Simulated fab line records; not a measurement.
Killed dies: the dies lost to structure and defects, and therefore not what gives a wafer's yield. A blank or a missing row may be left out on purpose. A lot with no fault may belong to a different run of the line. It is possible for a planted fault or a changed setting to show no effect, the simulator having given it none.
A struck lot beside a sound one | flow nand_harc | 14 out of 1302 route steps
Sound: wafers L715.2, L715.4, L715.5. The struck wafers were L721.3, L721.4, L721.6. The cause comes at the end.
At each step with rows: each side's tool, then ch and its chambers, then its first start. Under that, the readings that differ: sound wafers | struck wafers | difference of the means | sigmas: that difference in standard deviations of wafers without a fault.
alike: readings with means less than 2 such deviations apart, plus words and numbers identical on both sides. not compared: withheld readings, readings lacking a value on some wafer, bounds such as >300 that could conceal the same value, and numbers that have no deviation in the record and whose values overlap.
Wherever a step has rows on one side only, a row that says differs or no value, or a row with sigmas, the two part there. Numbers that have no deviation but don't overlap get no sigmas and don't part them. Lack of a reading on every wafer of one side parts them only where that side has two or more wafers.

NHARC_A_ZERO_WELL_INSPECT_17:
  sound on defect_inspect-02 at day 6 17:35; struck on defect_inspect-01 at day 9 07:22
  alike: raw_defect_count
then, 3 steps without rows for these wafers: NHARC_A_SOURCE_PLATE_PRECLEAN_00 (cleans in HF-LAST, time 60 s); NHARC_A_SOURCE_PLATE_SRD_01; NHARC_A_SOURCE_PLATE_OXIDE_02 (material SiO2, target thk 10 nm, ox time 1362 s).
NHARC_A_SOURCE_PLATE_THK_MEAS_09: measures by ellipsometry.
  sound on film_metro-02 at day 7 00:50; struck on film_metro-01 at day 9 15:32
  alike: thk_nm
then, 3 steps without rows for these wafers: NHARC_A_SOURCE_PLATE_PVD_04 (deposits WSi2, target thk 50 nm); NHARC_A_SOURCE_PLATE_CVD_03 (deposits poly-Si, target thk 200 nm, time 4000 s); NHARC_A_SOURCE_PLATE_ANNEAL_05 (time 1800 s).
NHARC_A_SOURCE_PLATE_THK_MEAS_06: measures by ellipsometry.
  sound on film_metro-01 at day 7 13:36; struck on film_metro-02 at day 10 05:23
  alike: thk_nm
NHARC_A_SOURCE_PLATE_INSPECT_08:
  sound on defect_inspect-02 at day 7 13:40; struck on defect_inspect-02 at day 10 05:29
  alike: raw_defect_count
NHARC_A_ONON_D1_DEP_00: target thk 1000 nm.
  sound on pecvd_onon-01 ch 0, day 7 13:47; struck on pecvd_onon-01 ch 0, day 10 05:40
NHARC_A_ONON_D1_THK_MEAS_02: measures by ellipsometry.
  sound on film_metro-02 at day 7 14:15; struck on film_metro-01 at day 10 06:04
  reading     | sound          | struck         | difference | sigmas
  thk_nm (nm) | 1003 1004 1002 | 1287 1286 1286 | +283       | +28
then NHARC_A_ONON_D1_DEP_03 (target thk 1000 nm), 1 step lacking rows for these wafers.
-- break in the record here, with 16 days between the starts of the struck wafers on either side (left off in module A_ONON_D1, picked up again in module END, where the first step shown is number 1302 on the route) --
NHARC_END_SORT_01:
  here the record holds rows for the struck wafers (prober-01 ch 0, day 26 13:37) but none for the sound ones

WHERE THEY PART
Earliest at NHARC_A_ONON_D1_THK_MEAS_02; latest, in this record, at NHARC_END_SORT_01.

WHY: what had been put in by the simulator
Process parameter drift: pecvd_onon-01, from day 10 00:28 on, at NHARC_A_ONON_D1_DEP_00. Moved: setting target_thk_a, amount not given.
